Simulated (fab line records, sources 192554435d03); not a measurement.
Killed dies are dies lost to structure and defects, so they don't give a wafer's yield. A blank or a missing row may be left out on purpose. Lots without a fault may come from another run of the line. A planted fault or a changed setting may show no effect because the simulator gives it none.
Problem report in the 8D (eight disciplines) form, filled by code | flow n5_finfet | the parts of the form that need people (team, actions taken, sign-off) are left out

1. THE PROBLEM
IOFF_P_LONG at N5_BEOL_M4_RC_MEAS_101 reads a mean of 0.000249 nA/um on 2 wafers of 2 lots; wafers without a fault read 0.000101 nA/um with a standard deviation of 7.2e-06. That is +20 standard deviations from the usual mean.
First seen on wafer L286.5, day 12 23:22, on prober-02. The record holds 27 wafers of 10 lots with a number at this step. Rule for "out", or "out of limits": more than 4 standard deviations from the usual mean. The other wafers with a number count as sound.

2. WHAT IT IS AND WHAT IT IS NOT
question                    | is                                                                            | is not
which readings at this step | IOFF_P_LONG, IOFF_P, IOFF_P_85C, IOFF_P_LIN, ION_P, VT_N_LVT, VT_P, VT_P_LONG | DIBL_N, DIBL_P, IOFF_N, ION_N, SS_N, SS_P, VT_N
which lots                  | L286, L287                                                                    | L268, L269, L272, L273, L274, L275, L277, L279
which wafers of those lots  | L286.5, L287.1                                                                | L287.4
read on which gauges        | prober-02                                                                     | prober-01
when                        | from day 12 23:22                                                             | up to then (24 sound wafers); but 1 sound wafer of L287 came after

3. SUSPECTS, AND WHAT RULES EACH OUT
Counting: a tool at a process step up to the reading stays a suspect if it ran every lot that is out. Sound lots after the first of them don't rule it out here, since some wafers of a struck lot are sound.
- the gauge at N5_BEOL_M4_RC_MEAS_101: kept. All the wafers that are out were read on prober-02, and no step on other tools shows them out.
- ald_hk-03 at N5_HKMG_FIN_ALD_74 (deposits La2O3, target thk 0.5 nm, pulse time 6 s, co reactant pulse time 1 s): kept. It ran every lot that is out, first L286 (day 9 04:13); its last sound lot up to then is L273 (day 5 16:29).
- pvd_sputter-02 at N5_BEOL_M4_ANNEAL_80 (time 240 s): kept. It ran every lot that is out, first L286 (day 12 20:14); its last sound lot up to then is L277 (day 10 23:25).
- pvd_sputter-02 at N5_BEOL_M4_ANNEAL_87 (time 240 s): kept. It ran every lot that is out, first L286 (day 12 20:41); its last sound lot up to then is L277 (day 10 23:51).
- Within ald_hk-03 at N5_HKMG_FIN_ALD_74: the wafers that are out ran in chambers 0, 2; their sound lot-mates ran in chamber 3.
Left after counting: ald_hk-03 at N5_HKMG_FIN_ALD_74, pvd_sputter-02 at N5_BEOL_M4_ANNEAL_80, pvd_sputter-02 at N5_BEOL_M4_ANNEAL_87, prober-02 at N5_BEOL_M4_RC_MEAS_101.

4. THE CAUSE (what the simulator had put in)
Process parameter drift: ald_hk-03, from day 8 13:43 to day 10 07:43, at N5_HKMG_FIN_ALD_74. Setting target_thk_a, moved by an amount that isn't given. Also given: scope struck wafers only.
Counting left 4 suspects, and this tool is among them.

5. THE CHAIN OF EFFECTS, in route order
Each row: a reading whose mean over the struck wafers that have a number lies more than 3 standard deviations from the usual. Only readings for which the record gives a usual standard deviation are gone through. hours: the time from each lot's start at the first step in this table that gives one to its start at this step, as a median over the lots. sigmas: the change in usual standard deviations.
hours | step                    | reading        | usual          | on struck wafers | change    | sigmas
0     | N5_BEOL_M4_RC_MEAS_101  | IOFF_P         | 0.21 nA/um     | 0.65             | +0.44     | +12
0     | N5_BEOL_M4_RC_MEAS_101  | IOFF_P_85C     | 3.6 nA/um      | 9.3              | +5.8      | +11
0     | N5_BEOL_M4_RC_MEAS_101  | IOFF_P_LIN     | 0.097 nA/um    | 0.301            | +0.204    | +16
0     | N5_BEOL_M4_RC_MEAS_101  | IOFF_P_LONG    | 0.000101 nA/um | 0.000249         | +0.000148 | +20
0     | N5_BEOL_M4_RC_MEAS_101  | ION_P          | 460 uA/um      | 512              | +52       | +6.5
0     | N5_BEOL_M4_RC_MEAS_101  | VT_N_LVT       | 96 mV          | 128              | +32       | +8.9
0     | N5_BEOL_M4_RC_MEAS_101  | VT_P           | -252 mV        | -218             | +34       | +9.9
0     | N5_BEOL_M4_RC_MEAS_101  | VT_P_LONG      | -277.0 mV      | -246.6           | +30.4     | +11
111   | N5_PASSIVATION_PROBE_49 | sort_n_pass    | 1077           | 618              | -458      | -27
111   | N5_PASSIVATION_PROBE_49 | sort_yield_pct | 91.3 %         | 52.5             | -38.8     | -26
The process steps in it:
- N5_PASSIVATION_PROBE_49

6. WHAT WOULD HAVE CAUGHT IT SOONER
In this record the first reading out of limits at a measuring or inspecting step was taken at day 12 23:22, 106 hours after the fault began at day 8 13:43.
Of the tool readings at N5_HKMG_FIN_ALD_74 for which the record gives a usual standard deviation, none was out on any struck wafer, so an alarm limit of 4 standard deviations on them would not have fired.
All the lots that are out (2) had begun N5_HKMG_FIN_ALD_74 on ald_hk-03 by day 12 23:22. A hold on the tool at that time would have spared none of them.
